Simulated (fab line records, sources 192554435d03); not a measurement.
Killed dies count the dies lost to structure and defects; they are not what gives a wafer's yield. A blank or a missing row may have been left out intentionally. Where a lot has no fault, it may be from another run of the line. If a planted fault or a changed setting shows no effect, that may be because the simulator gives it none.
Lot-split experiment    flow n5Finfet    21 wafers read across 7 lots, on a route 1938 steps long

## ON THE SPLIT
At N5_BEOL_M3_ILD_DEP_00 (deposits SiOC from DEMS/O2, target thk 79 nm, time 15.3 s), the setting timeS was moved away from the recipe's 15.3 s on 7 of the 21 wafers read, by -12.8% to +11.4%. All remaining wafers had this setting at the recipe value.

There is no step in the file separating the split from the reading.

## THE READING
Values of M3_ILD_THK in nm from N5_BEOL_M3_THK_MEAS_01. On this fab line, fault-free wafers typically give 78.9 nm with a standard deviation of 1 nm.

wafer   tool, chamber at the split  timeS as run, s  against the recipe  M3_ILD_THK, nm  against lot-mates on the recipe
L078.4  pecvd-04, 0                 15.3             recipe              80.4            -
L078.5  pecvd-04, 2                 17.04            +11.4%              88.7            +8.5
L078.6  pecvd-04, 1                 15.3             recipe              79.9            -
L082.1  pecvd-03, 1                 15.3             recipe              78.5            -
L082.3  pecvd-03, 0                 15.3             recipe              77.7            -
L082.4  pecvd-03, 2                 15.3             recipe              80.6            -
L083.1  pecvd-04, 1                 13.47            -12.0%              69.6            -10.6
L083.4  pecvd-04, 0                 15.3             recipe              80.2            -
L083.5  pecvd-04, 2                 13.47            -12.0%              70.6            -9.6
L086.2  pecvd-04, 2                 15.3             recipe              78.1            -
L086.5  pecvd-04, 2                 15.3             recipe              79.3            -
L086.6  pecvd-04, 0                 15.3             recipe              78.2            -
L091.4  pecvd-02, 0                 13.93            -9.0%               73.3            -6.1
L091.5  pecvd-02, 2                 15.3             recipe              79.4            -
L091.6  pecvd-02, 1                 13.93            -9.0%               72.1            -7.3
L095.2  pecvd-04, 1                 15.3             recipe              77.9            -
L095.3  pecvd-04, 2                 15.3             recipe              78.7            -
L095.6  pecvd-04, 0                 16.13            +5.4%               84.2            +5.9
L097.1  pecvd-03, 1                 15.3             recipe              79.9            -
L097.2  pecvd-03, 2                 15.3             recipe              80.1            -
L097.6  pecvd-03, 0                 13.34            -12.8%              68.8            -11.2

THE FIT
A straight line over all 21 wafers: M3_ILD_THK changes by +0.79 nm for each +1% of timeS; r = +0.98; the points scatter about the line by 0.91 nm.
The same after taking each lot's own level away (the mean of its wafers on the recipe; 21 wafers): +0.827 nm for each +1%; r = +0.99; scatter 0.77 nm.
That fit puts the effect of the largest move of timeS on the reading at 11 nm.
The span of the lots' own levels, 78.30 to 80.20 nm, comes to 1.9 times the standard deviation stated above.
So the lot-to-lot level changes the slope little: the two slopes agree.
Check: for one of the wafers moved furthest among these (-12.8%), held out of the fit, the line's prediction against its lot-mates is -10.4 nm. It came out at -11.2 nm against them.

## THE WHOLE CHAIN: every reading that the file lists as answering this split, in the file's order
step                    what it does                                               reading                                                                            change (the file's fit)                r (the file's)
N5_BEOL_M3_ILD_DEP_00   deposits SiOC from DEMS/O2, target thk 79 nm, time 15.3 s  SiOC_of_BEOL_M3_ILD_DEP_00.thkNm (the simulator's own value, which no gauge read)  +0.827 nm for each +1% of the setting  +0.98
N5_BEOL_M3_THK_MEAS_01                                                             M3_ILD_THK                                                                         +0.828 for each +1% of the setting     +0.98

## THE FILE'S OWN FIT
M3_ILD_THK changes by +0.828 nm for each +1% of timeS, r = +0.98.
